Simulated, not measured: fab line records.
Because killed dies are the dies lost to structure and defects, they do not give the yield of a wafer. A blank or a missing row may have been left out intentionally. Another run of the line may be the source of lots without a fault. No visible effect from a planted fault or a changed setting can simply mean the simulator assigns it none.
Matching of chambers | flow n5-finfet | 4 sister chambers for N5_BEOL_M1_STRIP_19 on rie-diel-05
The step strips in O2. 18 wafers are shown with their chamber, then 9 later ones without.

## WAFERS PAIRED WITH THEIR CHAMBERS
wafer  | chamber | throttle-valve-pct (%) | drypump-motor-current-A (A) | showerhead-plenum-p-Torr (Torr)
L074.2 | 1       | 16.7                   | 5.5                         | 2.06
L074.4 | 1       | 16.7                   | 5.5                         | 2.06
L074.5 | 3       | 17.1                   | 5.3                         | 2.09
L075.1 | 0       | 17.0                   | 6.5                         | 2.17
L075.3 | 3       | 17.1                   | 5.3                         | 2.09
L075.5 | 2       | 16.2                   | 5.7                         | 2.04
L076.1 | 3       | 17.1                   | 5.3                         | 2.09
L076.2 | 1       | 16.7                   | 5.5                         | 2.06
L076.6 | 2       | 16.2                   | 5.8                         | 2.04
L079.3 | 1       | 16.7                   | 5.5                         | 2.06
L079.4 | 3       | 17.2                   | 5.3                         | 2.09
L079.6 | 1       | 16.7                   | 5.5                         | 2.06
L086.4 | 2       | 16.2                   | 5.8                         | 2.03
L086.5 | 1       | 16.7                   | 5.5                         | 2.06
L086.6 | 3       | 17.2                   | 5.3                         | 2.08
L088.2 | 3       | 17.1                   | 5.3                         | 2.08
L088.3 | 0       | 17.0                   | 6.5                         | 2.16
L088.6 | 3       | 17.2                   | 5.2                         | 2.08

SIGNATURES (averages over the wafers above)
reading                  | chamber 0 | chamber 1 | chamber 2 | chamber 3 | scatter within a chamber
throttle-valve-pct       | 17.000    | 16.700    | 16.200    | 17.143    | 0.035
drypump-motor-current-A  | 6.500     | 5.500     | 5.767     | 5.286     | 0.033
showerhead-plenum-p-Torr | 2.1650    | 2.0600    | 2.0367    | 2.0857    | 0.00454
Rule: distance of a wafer from a chamber = root of the sum over the readings of ((wafer's reading minus chamber's mean) / reading's scatter) squared. If the next closest chamber is less than 2 further off than the closest, the wafer can't be placed; otherwise it belongs to the closest. The scatter: take each reading less its chamber's mean, square it, sum over the shown wafers, divide by the number of wafers less the number of chambers, and take the root.

## WAFERS WITHOUT THEIR CHAMBER
wafer  | throttle-valve-pct (%) | drypump-motor-current-A (A) | showerhead-plenum-p-Torr (Torr)
L087.1 | 16.7                   | 5.5                         | 2.05
L087.3 | 16.2                   | 5.7                         | 2.03
L087.5 | 16.7                   | 5.5                         | 2.05
L090.1 | 16.7                   | 5.5                         | 2.05
L090.4 | 16.7                   | 5.5                         | 2.05
L090.6 | 16.2                   | 5.8                         | 2.03
L091.1 | 16.3                   | 5.8                         | 2.03
L091.3 | 16.7                   | 5.5                         | 2.05
L091.4 | 17.0                   | 6.4                         | 2.16

## WHICH CHAMBER EACH ONE RAN IN
wafer  | from the rows above | in truth
L087.1 | 1                   | 1
L087.3 | 2                   | 2
L087.5 | 1                   | 1
L090.1 | 1                   | 1
L090.4 | 1                   | 1
L090.6 | 2                   | 2
L091.1 | 2                   | 2
L091.3 | 1                   | 1
L091.4 | 0                   | 0
Correct placement for 9 of the 9. Left unplaced by these rows: 0. 0 placed wrongly.
